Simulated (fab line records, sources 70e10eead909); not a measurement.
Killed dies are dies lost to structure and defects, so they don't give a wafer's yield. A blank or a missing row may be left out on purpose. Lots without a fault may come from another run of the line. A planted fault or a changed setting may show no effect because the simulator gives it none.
Chamber matching | flow nand_harc | NHARC_P_BONDPAD_ACTIVATE_29 on rie_diel-05: 3 sister chambers
The step chemistry N2, time 60 s. 16 wafers are shown with their chamber, then 7 later ones without.

WAFERS WITH THEIR CHAMBER
wafer  | chamber | drypump_motor_current_A (A) | oes_product_au (a.u.) | rf_vpp_V (V)
L077.4 | 1       | 5.83                        | 0.994                 | 65.3
L077.5 | 3       | 5.35                        | 1.012                 | 64.1
L077.6 | 2       | 5.86                        | 1.009                 | 63.7
L079.3 | 3       | 5.33                        | 0.997                 | 62.1
L079.4 | 2       | 5.90                        | 1.018                 | 65.5
L079.5 | 2       | 5.89                        | 1.013                 | 65.8
L082.1 | 3       | 5.36                        | 0.992                 | 64.3
L082.3 | 2       | 5.89                        | 1.010                 | 65.1
L082.5 | 1       | 5.87                        | 0.988                 | 64.6
L084.1 | 3       | 5.38                        | 1.009                 | 64.0
L084.5 | 3       | 5.37                        | 1.010                 | 64.8
L084.6 | 1       | 5.82                        | 1.000                 | 63.3
L085.3 | 3       | 5.37                        | 1.001                 | 64.0
L085.5 | 2       | 5.86                        | 1.012                 | 65.1
L085.6 | 3       | 5.37                        | 1.003                 | 64.6
L089.2 | 3       | 5.38                        | 1.002                 | 62.9

SIGNATURES (means of the wafers above)
reading                 | chamber 1 | chamber 2 | chamber 3 | scatter within a chamber
drypump_motor_current_A | 5.8400    | 5.8800    | 5.3637    | 0.0192
oes_product_au          | 0.99400   | 1.01240   | 1.00325   | 0.00587
rf_vpp_V                | 64.400    | 65.040    | 63.850    | 0.894
Rule: a wafer's distance from a chamber is the root of the sum, over the readings, of the square of ((its reading less the chamber's mean) divided by the reading's scatter). The wafer belongs to the nearest chamber; if the next one is less than 2 further off, it can't be placed. The scatter: the root of (the sum of the squares of (reading less its chamber's mean) over the shown wafers, divided by (wafers less chambers)).

WAFERS WITHOUT THEIR CHAMBER
wafer  | drypump_motor_current_A (A) | oes_product_au (a.u.) | rf_vpp_V (V)
L089.3 | 5.86                        | 0.998                 | 65.3
L089.5 | 5.85                        | 0.995                 | 64.9
L090.2 | 5.89                        | 1.013                 | 63.5
L090.3 | 5.34                        | 1.002                 | 63.1
L090.4 | 5.83                        | 0.992                 | 64.6
L097.3 | 5.90                        | 0.994                 | 63.5
L097.5 | 5.92                        | 0.988                 | 64.9

WHICH CHAMBER EACH WENT THROUGH
wafer  | from the rows above     | in truth
L089.3 | can't be placed: 1 or 2 | 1
L089.5 | 1                       | 1
L090.2 | 2                       | 2
L090.3 | 3                       | 3
L090.4 | 1                       | 1
L097.3 | can't be placed: 1 or 2 | 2
L097.5 | can't be placed: 1 or 2 | 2
Placed correctly: 4 of 7. Can't be placed from these rows: 3 (the true chamber is among the candidates in 3). Placed wrongly: 0.
